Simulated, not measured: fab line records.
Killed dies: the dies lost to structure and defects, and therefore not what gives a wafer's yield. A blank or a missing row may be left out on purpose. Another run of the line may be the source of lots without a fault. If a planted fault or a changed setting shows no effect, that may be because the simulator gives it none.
Split-lot trial | flow n5 finfet | on a route of 1938 steps: 7 lots, 21 wafers read

== SPLIT DETAILS ==
At N5_BEOL_M12_ETCH_68 (etches SOC in N2/H2, time 285 s), the setting time s was moved away from the recipe's 285 s on 8 of the 21 wafers read, by -12.0% to +18.6%. The other wafers ran this setting at the recipe's value.

The reading comes from the split's own step.

== THE READING ==
SiARC_of_BEOL_M12_COAT_66.thk nm (the simulator's own value, which no gauge read), in nm, at N5_BEOL_M12_ETCH_68 (etches SOC in N2/H2, time 285 s). The file gives no usual value for it. Across the 13 wafers here that went through the recipe, the average is 85.9 nm and the standard deviation 0.4 nm.

wafer  | tool, chamber at the split | time s as run, s | against the recipe | SiARC_of_BEOL_M12_COAT_66.thk nm, nm | against lot-mates on the recipe
L077.2 | rie diel-05, 1             | 285              | recipe             | 86.6                                 | -
L077.5 | rie diel-05, 1             | 285              | recipe             | 86.8                                 | -
L077.6 | rie diel-05, 0             | 285              | recipe             | 85.8                                 | -
L080.2 | rie diel-02, 1             | 285              | recipe             | 85.4                                 | -
L080.3 | rie diel-02, 0             | 251.1            | -11.9%             | 88.4                                 | +3.0
L080.5 | rie diel-02, 0             | 251.1            | -11.9%             | 88.4                                 | +3.0
L085.2 | rie diel-05, 0             | 285              | recipe             | 86.2                                 | -
L085.3 | rie diel-05, 3             | 285              | recipe             | 86                                   | -
L085.5 | rie diel-05, 0             | 285              | recipe             | 85.8                                 | -
L090.2 | rie diel-02, 2             | 338              | +18.6%             | 81.2                                 | -4.4
L090.4 | rie diel-02, 1             | 338              | +18.6%             | 80.8                                 | -4.8
L090.6 | rie diel-02, 3             | 285              | recipe             | 85.6                                 | -
L093.1 | rie diel-01, 0             | 285              | recipe             | 85.4                                 | -
L093.5 | rie diel-01, 3             | 317.6            | +11.4%             | 83.4                                 | -2.0
L093.6 | rie diel-01, 1             | 317.6            | +11.4%             | 82.8                                 | -2.6
L096.3 | rie diel-05, 0             | 250.9            | -12.0%             | 89.4                                 | +3.8
L096.4 | rie diel-05, 2             | 250.9            | -12.0%             | 88.6                                 | +3.0
L096.6 | rie diel-05, 2             | 285              | recipe             | 85.6                                 | -
L097.3 | rie diel-02, 3             | 285              | recipe             | 86                                   | -
L097.5 | rie diel-02, 2,1           | 285              | recipe             | 85.8                                 | -
L097.6 | rie diel-02, 2,1           | 285              | recipe             | 85.8                                 | -
Where a row lists several chambers, the file gives one row for several wafers and doesn't say which wafer went through which chamber.

FIT RESULTS
A straight line over all 21 wafers: SiARC_of_BEOL_M12_COAT_66.thk nm changes by -0.249 nm for each +1% of time s; r = -0.98; the points scatter about the line by 0.41 nm.
The same after taking each lot's own level away (the mean of its wafers on the recipe; 21 wafers): -0.248 nm for each +1%; r = -0.99; scatter 0.32 nm.
According to that fit, moving time s by its largest amount changes the reading by 4.6 nm.
Across the lots, their own levels run from 85.40 to 86.40 nm, a range of 2.5 times the standard deviation given above.
The two slopes are in agreement: the lot-to-lot level therefore moves the slope only a little.
Check: for one of the wafers moved furthest among these (+18.6%), held out of the fit, the line's prediction against its lot-mates is -4.55 nm. Against them it came out at -4.4 nm.

== OTHER SPLITS ON THESE WAFERS ==
Note: prior to the reading, these wafers also went through further splits. Each is held against what the fit with the lots' levels taken away leaves over:
other split on the same wafers | wafers away from the commonest value | r with SiARC_of_BEOL_M12_COAT_66.thk nm (lot level and that fit taken away)
N5_BEOL_M10_EXPOSE_08 dose mj  | 5                                    | +0.66
N5_BEOL_M11_ILD_DEP_00 time s  | 11                                   | +0.11
N5_BEOL_M11_COAT_05 spin rpm   | 6                                    | -0.26

== THE FILE'S OWN FIT ==
SiARC_of_BEOL_M12_COAT_66.thk nm changes by -0.247 nm for each +1% of time s, r = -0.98.
